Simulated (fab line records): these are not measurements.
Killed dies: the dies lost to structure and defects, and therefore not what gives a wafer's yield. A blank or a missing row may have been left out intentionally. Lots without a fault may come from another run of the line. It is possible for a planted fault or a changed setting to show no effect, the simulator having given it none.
Chamber matching -- flow nand_harc -- NHARC_P_CONTACT_CMP_24 on cmp-03: 4 sister chambers
The step polishes, t overpolish 30 s, target thk 200 nm. 4 wafers are shown with their chamber, then 8 later ones without.

WAFERS PAIRED WITH THEIR CHAMBERS
wafer,chamber,motor_current_A (A)
L074.5,2,11.7
L083.6,3,12.6
L087.2,0,11.7
L090.1,1,11.3

WAFERS WITHOUT THEIR CHAMBER
wafer,motor_current_A (A)
L090.2,11.7
L090.6,11.4
L094.1,12.4
L094.4,11.3
L094.5,12.0
L096.1,11.3
L096.3,11.3
L096.4,11.9

CHAMBER TAKEN BY EACH
wafer,from the rows above,in truth
L090.2,can't be placed: 0 or 2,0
L090.6,can't be placed: 1 or 0 or 2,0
L094.1,3,3
L094.4,1,1
L094.5,can't be placed: 0 or 2 or 3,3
L096.1,1,1
L096.3,1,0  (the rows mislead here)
L096.4,can't be placed: 0 or 2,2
3 of 8 placed correctly. Not placeable from these rows: 4 (in 4, the candidates include the true chamber). Placed wrongly: 1.
How it was worked out, from the rows above alone: a wafer's distance from a chamber is the root of the sum, over the readings, of the square of ((its reading less the chamber's mean) divided by the reading's scatter). The wafer belongs to the nearest chamber; if the next one is less than 2 further off, it can't be placed. A chamber's mean is the mean of its shown wafers. The scatter: with one shown wafer a chamber, the root of the mean of the squares of how far each hidden wafer lies from its nearest shown one.
